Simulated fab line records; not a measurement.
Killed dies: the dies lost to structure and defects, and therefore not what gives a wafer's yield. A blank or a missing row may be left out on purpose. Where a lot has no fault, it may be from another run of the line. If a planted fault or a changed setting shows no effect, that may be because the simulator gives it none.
Matching of chambers / flow nand-harc / 4 sister chambers for NHARC_A_STAIRCASE_CMP_472 on cmp-02
The step polishes SiO2. 4 wafers are shown with their chamber, then 9 later ones without.

## WAFERS, EACH WITH ITS CHAMBER
wafer=L083.6; chamber=2; motor-current-A (A)=11.9
wafer=L088.1; chamber=3; motor-current-A (A)=12.3
wafer=L088.5; chamber=0; motor-current-A (A)=13.2
wafer=L088.6; chamber=1; motor-current-A (A)=11.5

## WAFERS WITHOUT THEIR CHAMBER
wafer=L093.1; motor-current-A (A)=12.6
wafer=L093.2; motor-current-A (A)=12.0
wafer=L093.4; motor-current-A (A)=12.6
wafer=L097.1; motor-current-A (A)=12.7
wafer=L097.2; motor-current-A (A)=11.6
wafer=L097.3; motor-current-A (A)=12.9
wafer=L097.4; motor-current-A (A)=11.5
wafer=L097.5; motor-current-A (A)=11.6
wafer=L097.6; motor-current-A (A)=12.9

## EACH ONE'S CHAMBER
wafer=L093.1; from the rows above=can't be placed: 3 or 0 or 2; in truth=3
wafer=L093.2; from the rows above=can't be placed: 2 or 3 or 1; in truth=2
wafer=L093.4; from the rows above=can't be placed: 3 or 0 or 2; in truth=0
wafer=L097.1; from the rows above=can't be placed: 3 or 0 or 2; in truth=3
wafer=L097.2; from the rows above=can't be placed: 1 or 2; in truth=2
wafer=L097.3; from the rows above=can't be placed: 0 or 3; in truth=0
wafer=L097.4; from the rows above=can't be placed: 1 or 2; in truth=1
wafer=L097.5; from the rows above=can't be placed: 1 or 2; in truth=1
wafer=L097.6; from the rows above=can't be placed: 0 or 3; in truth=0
Placed correctly: 0 of 9. Cannot be placed on the basis of these rows: 9; the candidates contain the true chamber in 9. Placed wrongly: 0.
How it was worked out, from the rows above alone: a wafer's distance from a chamber is the root of the sum, over the readings, of the square of ((its reading less the chamber's mean) divided by the reading's scatter). The wafer belongs to the nearest chamber; if the next one is less than 2 further off, it can't be placed. The mean given for a chamber averages the wafers shown for that chamber. The scatter: with one shown wafer a chamber, the root of the mean of the squares of how far each hidden wafer lies from its nearest shown one.
